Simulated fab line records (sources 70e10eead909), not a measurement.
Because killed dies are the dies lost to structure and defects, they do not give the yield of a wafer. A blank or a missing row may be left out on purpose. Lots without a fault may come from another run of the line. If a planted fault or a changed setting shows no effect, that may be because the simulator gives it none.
Code-filled problem report in 8D (eight disciplines) form ; flow nand_harc ; the parts of the form that need people (team, actions taken, sign-off) are left out

== 1. PROBLEM STATEMENT ==
Wafers without a fault read 36.96, standard deviation 0.045; exposure_dose_mJ_cm2 at NHARC_A_BONDPAD_EXPOSE_06 reads a mean of 39.77 on 9 wafers belonging to 3 lots. Relative to the usual mean, that is a shift of +62 standard deviations.
The step: exposes mask A BPAD.
Seen first at day 21 05:38 on krf_scanner-02, wafer L599.1. The record has a number at this step for 33 wafers belonging to 11 lots. By rule, "out" or "out of limits" means more than 4 standard deviations away from the usual mean. All remaining wafers that have a number are taken as sound.

== 2. WHAT IT IS; WHAT IT IS NOT ==
question;is;is not
which readings at this step;exposure_dose_mJ_cm2;stage_vel_mm_s
which lots;L598, L599, L606;L586, L587, L588, L593, L594, L596, L601, L607
which wafers of those lots;all that have a number;-
read on which tools;krf_scanner-02;krf_scanner-01, krf_scanner-04
when;from day 21 05:38;"up to then (18 sound wafers); but 6 sound wafers of L601, L607 came after"

== 3. SUSPECTS, AND WHAT RULES EACH OUT ==
Counting: a tool at any process step up to the reading remains a suspect when it ran all the lots that are out and ran no sound lot after the first of those.
- krf_scanner-02 at NHARC_A_BONDPAD_EXPOSE_06 (exposes mask A BPAD): kept. It processed each lot that is out, first L599 at day 21 05:38, and no sound lot thereafter; up to then, the last sound lot it processed was L596 at day 20 20:01. On those wafers its own readings are out: exposure_dose_mJ_cm2.
The count leaves krf_scanner-02 at NHARC_A_BONDPAD_EXPOSE_06.

== 4. THE CAUSE (what the simulator had put in) ==
Process parameter drift: krf_scanner-02, from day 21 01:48 on, at NHARC_A_BONDPAD_EXPOSE_06. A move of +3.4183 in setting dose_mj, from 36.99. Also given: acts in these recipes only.
This tool alone remained once counting was done.

== 5. THE EFFECT CHAIN, in route order ==
One row per reading whose mean, taken over the struck wafers that have a number, lies over 3 standard deviations from the usual. Readings are gone through only where the record gives a usual standard deviation; hours: the median, over the lots, of the time from a lot's start at the first step in this table giving one to that lot's start at this step; sigmas: the change measured in usual standard deviations.
hours;step;reading;usual;on struck wafers;change;sigmas
0;NHARC_A_BONDPAD_EXPOSE_06;exposure_dose_mJ_cm2;36.96;39.77;+2.81;+62
The process steps in it:
- NHARC_A_BONDPAD_EXPOSE_06: exposes mask A BPAD.
Later steps that measure or inspect, where all struck wafers having a row at the step show a number for every such reading and not one has moved that far: NHARC_END_SORT_01.

== 6. HOW IT WOULD HAVE BEEN CAUGHT EARLIER ==
The fault began at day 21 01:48; the first out-of-limits reading in this record came at day 21 05:38, 4 hours later.
